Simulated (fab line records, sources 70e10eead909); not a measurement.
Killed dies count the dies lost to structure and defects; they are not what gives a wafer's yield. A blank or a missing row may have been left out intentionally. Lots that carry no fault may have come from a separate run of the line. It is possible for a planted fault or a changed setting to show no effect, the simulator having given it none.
Which tool was responsible?    flow nand-harc    Sampling: 12 lots, 36 wafers, 2 of 1302 route steps

WHAT THE GAUGES SHOWED, per wafer
NHARC_P_M0_INSPECT_27.
lot   measured      on                 raw-defect-count
L075  day 6 12:20   defect-inspect-01  364 225 393
L077  day 7 13:38   defect-inspect-01  316 210 257
L079  day 8 08:41   defect-inspect-01  245 261 275
L081  day 9 09:02   defect-inspect-01  165 296 383
L083  day 9 22:39   defect-inspect-01  349 250 159
L085  day 10 19:15  defect-inspect-01  444 466 247
L087  day 12 07:56  defect-inspect-01  326 428 350
L088  day 12 09:50  defect-inspect-01  188 124 155
L091  day 13 08:46  defect-inspect-02  288 389 290
L093  day 14 06:31  defect-inspect-01  270 338 372
L095  day 14 19:13  defect-inspect-02  459 260 251
L096  day 15 15:08  defect-inspect-02  422 251 459

EACH LOT AND THE TOOL THAT RAN IT (in order: tool; ch and the chambers of the sampled wafers; start)
lot   NHARC_P_M0_ANNEAL_30
L075  rtp-anneal-01 ch 0, day 6 11:31
L077  rtp-anneal-01 ch 0, day 7 12:50
L079  rtp-anneal-01 ch 0, day 8 07:51
L081  rtp-anneal-02 ch 0, day 9 08:16
L083  rtp-anneal-02 ch 0, day 9 21:50
L085  rtp-anneal-01 ch 0, day 10 18:26
L087  rtp-anneal-02 ch 0, day 12 07:11
L088  rtp-anneal-01 ch 0, day 12 09:05
L091  rtp-anneal-01 ch 0, day 13 07:59
L093  rtp-anneal-02 ch 0, day 14 05:42
L095  rtp-anneal-01 ch 0, day 14 18:25
L096  rtp-anneal-02 ch 0, day 15 14:23
- NHARC_P_M0_ANNEAL_30: time 90 s.

THE ANSWER, worked out from the rows above alone
Rule: the lots themselves supply what counts as usual. Put in order of their means at a reading, lots are off if they are a third of the lots or fewer, leave a main group of 4 or more, and stand apart from it by a gap of 3 or more times the standard deviation of the main group's means; of several such gaps the widest counts. If all means in a main group match to the digits the tables above print for the reading, that group is not used. Also off: a lot with no number at a reading for which 4 or more lots have one. Where the step has rows for the other lots, those lots are counted as sound.
Nothing can be told from this: no lot is off at any reading shown.

WHAT WAS PUT IN BY THE SIMULATOR
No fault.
